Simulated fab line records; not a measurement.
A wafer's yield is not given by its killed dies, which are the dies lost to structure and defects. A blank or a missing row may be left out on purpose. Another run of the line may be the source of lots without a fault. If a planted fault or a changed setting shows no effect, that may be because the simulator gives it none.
Comparing a struck lot with a sound one    flow nand-harc    41 steps out of a route of 1159
Sound: wafers L208.4, L208.5, L208.6. Wafers L220.1, L220.2, L220.3 were the ones struck. The cause is given at the end.
Each step with rows lists, per side, the tool, then ch with its chambers, then its first start. Under that, the readings that differ: sound wafers    struck wafers    difference of the means    sigmas: that difference in standard deviations of wafers without a fault.
alike: readings whose means differ by less than 2 such deviations, and words and numbers that are the same on both sides. not compared: withheld readings, readings that some wafer has no value for, bounds like >300 that may hide the same value, and numbers for which the record gives no deviation and whose values overlap.
The two part at a step that has a row with sigmas, a row that says differs or no value, or rows on one side only. Numbers that have no deviation but don't overlap get no sigmas and don't part them. Lack of a reading on every wafer of one side parts them only where that side has two or more wafers.

NHARC_P_STI_ETCH_42: etches the open film in N2/H2, target depth 80 nm, overetch 24 nm, time 61 s.
  sound on rie-diel-12 ch 0,2,3, day 4 01:17; struck on rie-diel-12 ch 0,1,3, day 7 00:03
  alike: bias-w, drypump-motor-current-A, mfc-ar-sccm, oes-product-au, rf-vpp-V, showerhead-plenum-p-Torr, throttle-valve-pct
  not compared: rf-hours-counter-h
NHARC_P_STI_ETCH_31: etches the open film in CF4/CHF3, target depth 108.9 nm, time 54.5 s.
  sound: rie-diel-12 ch 0,1; struck: rie-diel-12 ch 1,2,3
  alike: bias-w, drypump-motor-current-A, mfc-ar-sccm, oes-product-au, rf-vpp-V, showerhead-plenum-p-Torr, throttle-valve-pct
  not compared: rf-hours-counter-h
NHARC_P_STI_ETCH_15: etches the open film in HBr/Cl2, target depth 300 nm, time 100.1 s.
  sound on rie-si-06 ch 1,2,3, day 4 01:29; struck on rie-si-06 ch 0,1,3, day 7 00:15
  alike: bias-w, drypump-motor-current-A, oes-product-au, throttle-valve-pct
  not compared: rf-hours-counter-h
NHARC_P_STI_CD_MEAS_16:
  sound: cd-sem-02 at day 4 01:38; struck: cd-sem-01 at day 7 00:25
  alike: cd-nm
NHARC_P_STI_OCD_MEAS_17:
  sound: ocd-01 at day 4 01:43; struck: ocd-02 at day 7 00:30
  alike: trench-depth-nm, trench-foot-cd-nm
then, 3 steps without rows for these wafers: NHARC_P_STI_STRIP_19 (strips in SPM, time 900 s); NHARC_P_STI_PRECLEAN_32 (cleans in SC1); NHARC_P_STI_SRD_23.
NHARC_P_STI_OCD_MEAS_43:
  sound: ocd-02 at day 4 02:14; struck: ocd-01 at day 7 01:01
  alike: trench-depth-nm, trench-foot-cd-nm
then, 3 steps without rows for these wafers: NHARC_P_STI_OXIDE_33 (material SiO2, target thk 10 nm, ox time 281 s); NHARC_P_STI_HDPCVD_20 (deposits SiO2); NHARC_P_STI_ANNEAL_34 (time 1800 s).
NHARC_P_STI_CMP_21: polishes, t overpolish 20 s, target thk 380.67 nm.
  sound on cmp-01 ch 1,2, day 4 21:03; struck on cmp-03 ch 0,1,3, day 7 20:01
  alike: motor-current-A, overpolish-run-s, slurry-flow-ml-min
then, 7 steps without rows for these wafers: NHARC_P_STI_SRD_35; NHARC_P_STI_ETCH_36 (etches SiO2 in dHF, target depth 38.8 nm); NHARC_P_STI_STRIP_24 (strips Si3N4 in H3PO4); NHARC_P_STI_ETCH_37 (etches SiO2 in dHF, target depth 11 nm); NHARC_P_STI_PRECLEAN_38 (cleans in SC1); NHARC_P_STI_SRD_39; NHARC_P_STI_OXIDE_40 (material SiO2, target thk 10 nm, ox time 1362 s).
NHARC_P_STI_INSPECT_25:
  sound: defect-inspect-02 at day 5 06:00; struck: defect-inspect-02 at day 8 07:39
reading           sound        struck        difference  sigmas
raw-defect-count  112 273 275  748 1085 961  +711        +6
  not compared: hold
then, 11 steps without rows for these wafers: NHARC_P_GATE_PRECLEAN_70 (cleans in SC1); NHARC_P_GATE_SRD_01; NHARC_P_GATE_OXIDE_02 (material SiO2, target thk 37.5 nm, ox time 365 s); NHARC_P_GATE_DEHYDRATE_03 (time 120 s); NHARC_P_GATE_HMDS_04 (time 30 s); NHARC_P_GATE_COAT_05; NHARC_P_GATE_SOFTBAKE_06 (time 95 s); NHARC_P_GATE_EBR_07; NHARC_P_GATE_EXPOSE_08 (exposes mask P HV); NHARC_P_GATE_PEB_09 (peb time 85 s); NHARC_P_GATE_DEVELOP_10 (time 70 s).
NHARC_P_GATE_CD_MEAS_11: the cd target is 1640 nm.
  sound on cd-sem-01 ch 0, day 5 14:18; struck on cd-sem-02 ch 0, day 8 18:47
  alike: cd-nm
then, 1 step without rows for these wafers: NHARC_P_GATE_HARDBAKE_12 (time 80 s).
NHARC_P_GATE_DESCUM_13: chemistry O2, time 3 s.
  sound on rie-diel-13 ch 0,1, day 5 14:28; struck on rie-diel-13 ch 0,2,3, day 8 18:57
  alike: drypump-motor-current-A, mfc-ar-sccm, oes-product-au, rf-vpp-V, showerhead-plenum-p-Torr, throttle-valve-pct
  not compared: rf-hours-counter-h
then, 5 steps without rows for these wafers: NHARC_P_GATE_ETCH_14 (etches SiO2 in dHF, target depth 48.8 nm); NHARC_P_GATE_STRIP_15 (strips in SPM, time 780 s); NHARC_P_GATE_PRECLEAN_71 (cleans in SC1); NHARC_P_GATE_SRD_72; NHARC_P_GATE_OXIDE_16 (material SiO2, target thk 3 nm, ox time 392 s).
NHARC_P_GATE_INSPECT_28:
  sound: defect-inspect-01 at day 6 05:34; struck: defect-inspect-01 at day 9 08:32
reading           sound   struck       difference  sigmas
raw-defect-count  9 6 12  444 406 442  +422        +99 or more
  not compared: hold

== WHERE THEY PART ==
At NHARC_P_STI_INSPECT_25 first; at NHARC_P_GATE_INSPECT_28 last (within this record only).

WHY: the cause the simulator had injected
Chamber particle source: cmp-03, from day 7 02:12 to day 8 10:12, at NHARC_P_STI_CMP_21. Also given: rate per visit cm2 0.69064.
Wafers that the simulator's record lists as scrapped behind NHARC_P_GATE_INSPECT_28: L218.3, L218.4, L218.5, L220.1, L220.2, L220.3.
